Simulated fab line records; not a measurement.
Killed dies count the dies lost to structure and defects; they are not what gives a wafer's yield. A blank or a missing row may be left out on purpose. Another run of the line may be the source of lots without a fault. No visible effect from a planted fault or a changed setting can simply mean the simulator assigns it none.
What tool caused it? || flow n5_finfet || 10 lots, 30 wafers sampled, at 5 steps of a route of 1938

## WHAT EACH GAUGE READ, for each wafer
N5_BEOL_M1_OCD_MEAS_38.
{"lot": "L992", "measured": "day 6 09:57", "on": "ocd-02", "trench_depth_nm (nm)": "53.9 54.3 54.5"}
{"lot": "L994", "measured": "day 7 02:04", "on": "ocd-02", "trench_depth_nm (nm)": "54.2 54.5 53.9"}
{"lot": "L101", "measured": "day 8 12:49", "on": "ocd-01", "trench_depth_nm (nm)": "54.6 56.9 56.8"}
{"lot": "L105", "measured": "day 10 20:10", "on": "ocd-02", "trench_depth_nm (nm)": "- - -"}
{"lot": "L106", "measured": "day 10 23:58", "on": "ocd-02", "trench_depth_nm (nm)": "- - -"}
{"lot": "L107", "measured": "day 10 23:59", "on": "ocd-01", "trench_depth_nm (nm)": "- - -"}
{"lot": "L111", "measured": "day 11 21:46", "on": "ocd-02", "trench_depth_nm (nm)": "57.0 57.3 56.4"}
{"lot": "L112", "measured": "day 12 00:25", "on": "ocd-01", "trench_depth_nm (nm)": "55.3 55.0 56.0"}
{"lot": "L113", "measured": "day 11 16:58", "on": "ocd-01", "trench_depth_nm (nm)": "53.2 53.8 55.5"}
{"lot": "L114", "measured": "day 12 00:37", "on": "ocd-02", "trench_depth_nm (nm)": "54.5 57.0 56.8"}

## WHICH TOOL RAN EACH LOT (tool, then ch and the chambers of the sampled wafers, then the start)
{"lot": "L992", "N5_BEOL_M0_ETCH_109": "rie_diel-06 ch 0,1, day 5 22:26", "N5_BEOL_M0_ANNEAL_133": "pvd_sputter-02, day 6 00:43", "N5_BEOL_M0_CO_CAP_123": "cvd_co-02 ch 0,2, day 6 01:50", "N5_BEOL_M1_ILD_DEP_00": "pecvd-03 ch 0,1,2, day 6 02:05"}
{"lot": "L994", "N5_BEOL_M0_ETCH_109": "rie_diel-01 ch 0,3, day 6 10:17", "N5_BEOL_M0_ANNEAL_133": "pvd_sputter-01, day 6 13:05", "N5_BEOL_M0_CO_CAP_123": "cvd_co-02 ch 0,2, day 6 14:14", "N5_BEOL_M1_ILD_DEP_00": "pecvd-01 ch 1,2, day 6 14:29"}
{"lot": "L101", "N5_BEOL_M0_ETCH_109": "rie_diel-01 ch 1,2, day 8 02:51", "N5_BEOL_M0_ANNEAL_133": "pvd_sputter-01, day 8 04:17", "N5_BEOL_M0_CO_CAP_123": "cvd_co-01 ch 1,2, day 8 05:19", "N5_BEOL_M1_ILD_DEP_00": "pecvd-01 ch 1,2, day 8 05:33"}
{"lot": "L105", "N5_BEOL_M0_ETCH_109": "rie_diel-06 ch 0,1,3, day 9 10:47", "N5_BEOL_M0_ANNEAL_133": "pvd_sputter-03, day 9 11:41", "N5_BEOL_M0_CO_CAP_123": "cvd_co-02 ch 1,2, day 9 12:49", "N5_BEOL_M1_ILD_DEP_00": "pecvd-03 ch 0,1,2, day 9 13:05"}
{"lot": "L106", "N5_BEOL_M0_ETCH_109": "rie_diel-06 ch 1,3, day 9 22:29", "N5_BEOL_M0_ANNEAL_133": "pvd_sputter-03, day 9 23:29", "N5_BEOL_M0_CO_CAP_123": "cvd_co-01 ch 0,2, day 10 00:31", "N5_BEOL_M1_ILD_DEP_00": "pecvd-03 ch 1,2, day 10 00:46"}
{"lot": "L107", "N5_BEOL_M0_ETCH_109": "rie_diel-06 ch 0,3, day 9 23:30", "N5_BEOL_M0_ANNEAL_133": "pvd_sputter-02, day 10 00:30", "N5_BEOL_M0_CO_CAP_123": "cvd_co-02 ch 0,1, day 10 01:31", "N5_BEOL_M1_ILD_DEP_00": "pecvd-01 ch 0,1, day 10 01:46"}
{"lot": "L111", "N5_BEOL_M0_ETCH_109": "rie_diel-01 ch 0,1,2, day 10 17:32", "N5_BEOL_M0_ANNEAL_133": "pvd_sputter-02, day 10 19:37", "N5_BEOL_M0_CO_CAP_123": "cvd_co-02 ch 1,2, day 10 20:41", "N5_BEOL_M1_ILD_DEP_00": "pecvd-01 ch 0,1, day 10 20:58"}
{"lot": "L112", "N5_BEOL_M0_ETCH_109": "rie_diel-01 ch 0,2,3, day 10 19:07", "N5_BEOL_M0_ANNEAL_133": "pvd_sputter-02, day 10 21:00", "N5_BEOL_M0_CO_CAP_123": "cvd_co-01 ch 1,2, day 10 22:29", "N5_BEOL_M1_ILD_DEP_00": "pecvd-03 ch 1,2, day 10 22:44"}
{"lot": "L113", "N5_BEOL_M0_ETCH_109": "rie_diel-06 ch 1,2, day 10 22:46", "N5_BEOL_M0_ANNEAL_133": "pvd_sputter-02, day 11 00:58", "N5_BEOL_M0_CO_CAP_123": "cvd_co-01 ch 1,2, day 11 02:12", "N5_BEOL_M1_ILD_DEP_00": "pecvd-03 ch 0,1,2, day 11 02:27"}
{"lot": "L114", "N5_BEOL_M0_ETCH_109": "rie_diel-06 ch 0,1,2, day 11 06:17", "N5_BEOL_M0_ANNEAL_133": "pvd_sputter-03, day 11 08:43", "N5_BEOL_M0_CO_CAP_123": "cvd_co-02 ch 0,2, day 11 09:45", "N5_BEOL_M1_ILD_DEP_00": "pecvd-02 ch 0,1, day 11 10:00"}
- N5_BEOL_M0_ETCH_109: etches SiCN in CH3F/O2, target depth 8 nm, overetch 2.4 nm, time 27.4 s.
- N5_BEOL_M0_ANNEAL_133: time 60 s.
- N5_BEOL_M0_CO_CAP_123: material Co, precursor CCTBA/H2, target thk 2 nm, time 102.1 s.
- N5_BEOL_M1_ILD_DEP_00: deposits SiOC from DEMS/O2, target thk 79 nm, time 15.3 s.

## THE ANSWER, worked out from the rows above alone
Rule: what is usual is taken from the lots themselves. Put in order of their means at a reading, lots are off if they are a third of the lots or fewer, leave a main group of 4 or more, and stand apart from it by a gap of 3 or more times the standard deviation of the main group's means; of several such gaps the widest counts. A main group is skipped when, at the precision printed for the reading in the tables above, its means are all equal. Also off: a lot with no number at a reading for which 4 or more lots have one. All remaining lots with rows at the step are treated as sound.
Off at N5_BEOL_M1_OCD_MEAS_38 (trench_depth_nm): L105, L106, L107. Without a number there: L105, L106, L107. The main group has a mean of 55.3 nm with a standard deviation of 1.
If a tool, at a process step before that reading, ran all the lots that are off and no sound lot after the first of them, it fits. Those tools and the gauges at N5_BEOL_M1_OCD_MEAS_38 are tried in the same way. Not one of the candidates tried fits.

## WHAT THE SIMULATOR HAD PUT IN
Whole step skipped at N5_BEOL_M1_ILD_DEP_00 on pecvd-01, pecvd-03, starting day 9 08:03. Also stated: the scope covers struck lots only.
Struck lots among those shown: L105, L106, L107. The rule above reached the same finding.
